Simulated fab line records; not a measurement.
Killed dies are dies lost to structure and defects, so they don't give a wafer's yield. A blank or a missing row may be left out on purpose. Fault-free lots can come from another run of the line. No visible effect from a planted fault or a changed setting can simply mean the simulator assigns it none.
Matching of chambers ; flow n5Finfet ; N5_BEOL_M5_ALD_86 on aldMetal-04: 4 sister chambers
The step deposits TaN, pulse time 2 s, purge time 3 s, co reactant purge time 2 s. 16 wafers are shown with their chamber, then 8 later ones without.

== EACH WAFER AND ITS CHAMBER ==
wafer;chamber;precursorVesselPressureTorr (Torr);heaterPowerW (W)
L074.3;2;26.23;394
L074.5;0;26.27;393
L074.6;3;26.25;378
L076.1;2;26.20;395
L076.4;0;26.34;403
L076.6;0;26.29;384
L075.2;3;26.23;394
L075.5;2;26.32;397
L075.6;1;26.36;385
L079.1;0;26.20;397
L079.4;2;26.21;389
L079.6;2;26.31;398
L082.2;2;26.35;400
L082.3;3;26.21;393
L082.6;3;26.26;395
L084.1;0;26.26;396

SIGNATURES (averages over the wafers above)
reading;chamber 0;chamber 1;chamber 2;chamber 3;scatter within a chamber
precursorVesselPressureTorr;26.2720;26.3600;26.2700;26.2375;0.0519
heaterPowerW;394.60;385.00;395.50;390.00;6.2
Rule: for a wafer and a chamber, the distance is found by dividing, reading by reading, the gap between the wafer's reading and the chamber's mean by the reading's scatter, squaring, summing and taking the root. If the next closest chamber is less than 2 further off than the closest, the wafer can't be placed; otherwise it belongs to the closest. The scatter: take each reading less its chamber's mean, square it, sum over the shown wafers, divide by the number of wafers less the number of chambers, and take the root.

== WAFERS WITH NO CHAMBER GIVEN ==
wafer;precursorVesselPressureTorr (Torr);heaterPowerW (W)
L084.2;26.12;385
L084.5;26.15;386
L090.2;26.27;388
L090.3;26.18;398
L090.5;26.24;408
L095.3;26.27;387
L095.5;26.19;388
L095.6;26.25;398

== THE CHAMBER EACH PASSED THROUGH ==
wafer;from the rows above;in truth
L084.2;can't be placed: 3 or 0 or 2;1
L084.5;can't be placed: 3 or 0 or 2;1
L090.2;can't be placed: 3 or 0 or 2 or 1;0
L090.3;can't be placed: 3 or 2 or 0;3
L090.5;can't be placed: 2 or 0 or 3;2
L095.3;can't be placed: 3 or 0 or 2 or 1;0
L095.5;can't be placed: 3 or 0 or 2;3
L095.6;can't be placed: 2 or 0 or 3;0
Correct placement for 0 of the 8. Cannot be placed on the basis of these rows: 8; the candidates contain the true chamber in 6. Placed wrongly: 0.
